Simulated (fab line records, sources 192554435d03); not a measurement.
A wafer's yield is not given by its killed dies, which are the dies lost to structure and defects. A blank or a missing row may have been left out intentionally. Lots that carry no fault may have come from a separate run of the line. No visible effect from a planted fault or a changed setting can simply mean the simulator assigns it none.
Matching of chambers || flow n5Finfet || rieDiel-02 running N5_HKMG_FIN_ETCH_67: 4 sister chambers
The step etches SOC in N2/H2, stops on TiN, target depth 388.9 nm. 14 wafers are shown with their chamber, then 7 later ones without.

EACH WAFER AND ITS CHAMBER
{"wafer": "L075.3", "chamber": 2, "drypumpMotorCurrentA (A)": 5.6, "showerheadPlenumPTorr (Torr)": 2.71, "oesProductAu (a.u.)": 0.97}
{"wafer": "L075.4", "chamber": 1, "drypumpMotorCurrentA (A)": 5.9, "showerheadPlenumPTorr (Torr)": 2.42, "oesProductAu (a.u.)": 0.74}
{"wafer": "L075.6", "chamber": 3, "drypumpMotorCurrentA (A)": 5.3, "showerheadPlenumPTorr (Torr)": 2.59, "oesProductAu (a.u.)": 0.86}
{"wafer": "L081.1", "chamber": 3, "drypumpMotorCurrentA (A)": 5.3, "showerheadPlenumPTorr (Torr)": 2.59, "oesProductAu (a.u.)": 0.84}
{"wafer": "L081.3", "chamber": 0, "drypumpMotorCurrentA (A)": 6.8, "showerheadPlenumPTorr (Torr)": 2.41, "oesProductAu (a.u.)": 0.69}
{"wafer": "L081.6", "chamber": 0, "drypumpMotorCurrentA (A)": 6.8, "showerheadPlenumPTorr (Torr)": 2.41, "oesProductAu (a.u.)": 0.69}
{"wafer": "L082.2", "chamber": 3, "drypumpMotorCurrentA (A)": 5.3, "showerheadPlenumPTorr (Torr)": 2.59, "oesProductAu (a.u.)": 0.84}
{"wafer": "L082.3", "chamber": 1, "drypumpMotorCurrentA (A)": 5.9, "showerheadPlenumPTorr (Torr)": 2.42, "oesProductAu (a.u.)": 0.73}
{"wafer": "L082.5", "chamber": 1, "drypumpMotorCurrentA (A)": 5.9, "showerheadPlenumPTorr (Torr)": 2.42, "oesProductAu (a.u.)": 0.73}
{"wafer": "L083.1", "chamber": 0, "drypumpMotorCurrentA (A)": 6.8, "showerheadPlenumPTorr (Torr)": 2.41, "oesProductAu (a.u.)": 0.69}
{"wafer": "L083.4", "chamber": 1, "drypumpMotorCurrentA (A)": 6.0, "showerheadPlenumPTorr (Torr)": 2.42, "oesProductAu (a.u.)": 0.73}
{"wafer": "L083.5", "chamber": 1, "drypumpMotorCurrentA (A)": 5.9, "showerheadPlenumPTorr (Torr)": 2.42, "oesProductAu (a.u.)": 0.73}
{"wafer": "L087.2", "chamber": 2, "drypumpMotorCurrentA (A)": 5.6, "showerheadPlenumPTorr (Torr)": 2.70, "oesProductAu (a.u.)": 0.91}
{"wafer": "L087.4", "chamber": 3, "drypumpMotorCurrentA (A)": 5.3, "showerheadPlenumPTorr (Torr)": 2.58, "oesProductAu (a.u.)": 0.82}

SIGNATURES, as means of the wafers listed above
{"reading": "drypumpMotorCurrentA", "chamber 0": 6.800, "chamber 1": 5.920, "chamber 2": 5.600, "chamber 3": 5.300, "scatter within a chamber": 0.0283}
{"reading": "showerheadPlenumPTorr", "chamber 0": 2.4100, "chamber 1": 2.4200, "chamber 2": 2.7050, "chamber 3": 2.5875, "scatter within a chamber": 0.00354}
{"reading": "oesProductAu", "chamber 0": 0.6900, "chamber 1": 0.7320, "chamber 2": 0.9400, "chamber 3": 0.8400, "scatter within a chamber": 0.0164}
Rule: a wafer's distance from a chamber is the root of the sum, over the readings, of the square of ((its reading less the chamber's mean) divided by the reading's scatter). If the next closest chamber is less than 2 further off than the closest, the wafer can't be placed; otherwise it belongs to the closest. The scatter is the square root of a quotient: the sum, over the shown wafers, of each reading's squared deviation from its chamber's mean, divided by wafers minus chambers.

WAFERS MISSING THEIR CHAMBER
{"wafer": "L087.5", "drypumpMotorCurrentA (A)": 5.9, "showerheadPlenumPTorr (Torr)": 2.41, "oesProductAu (a.u.)": 0.72}
{"wafer": "L089.3", "drypumpMotorCurrentA (A)": 5.3, "showerheadPlenumPTorr (Torr)": 2.58, "oesProductAu (a.u.)": 0.81}
{"wafer": "L089.4", "drypumpMotorCurrentA (A)": 5.6, "showerheadPlenumPTorr (Torr)": 2.70, "oesProductAu (a.u.)": 0.90}
{"wafer": "L089.5", "drypumpMotorCurrentA (A)": 5.6, "showerheadPlenumPTorr (Torr)": 2.70, "oesProductAu (a.u.)": 0.90}
{"wafer": "L090.3", "drypumpMotorCurrentA (A)": 5.9, "showerheadPlenumPTorr (Torr)": 2.41, "oesProductAu (a.u.)": 0.72}
{"wafer": "L090.4", "drypumpMotorCurrentA (A)": 6.8, "showerheadPlenumPTorr (Torr)": 2.40, "oesProductAu (a.u.)": 0.68}
{"wafer": "L090.5", "drypumpMotorCurrentA (A)": 5.6, "showerheadPlenumPTorr (Torr)": 2.69, "oesProductAu (a.u.)": 0.90}

CHAMBER TAKEN BY EACH
{"wafer": "L087.5", "from the rows above": 1, "in truth": 1}
{"wafer": "L089.3", "from the rows above": 3, "in truth": 3}
{"wafer": "L089.4", "from the rows above": 2, "in truth": 2}
{"wafer": "L089.5", "from the rows above": 2, "in truth": 2}
{"wafer": "L090.3", "from the rows above": 1, "in truth": 1}
{"wafer": "L090.4", "from the rows above": 0, "in truth": 0}
{"wafer": "L090.5", "from the rows above": 2, "in truth": 2}
7 of 7 placed correctly. From these rows, 0 cannot be placed. Number placed wrongly: 0.
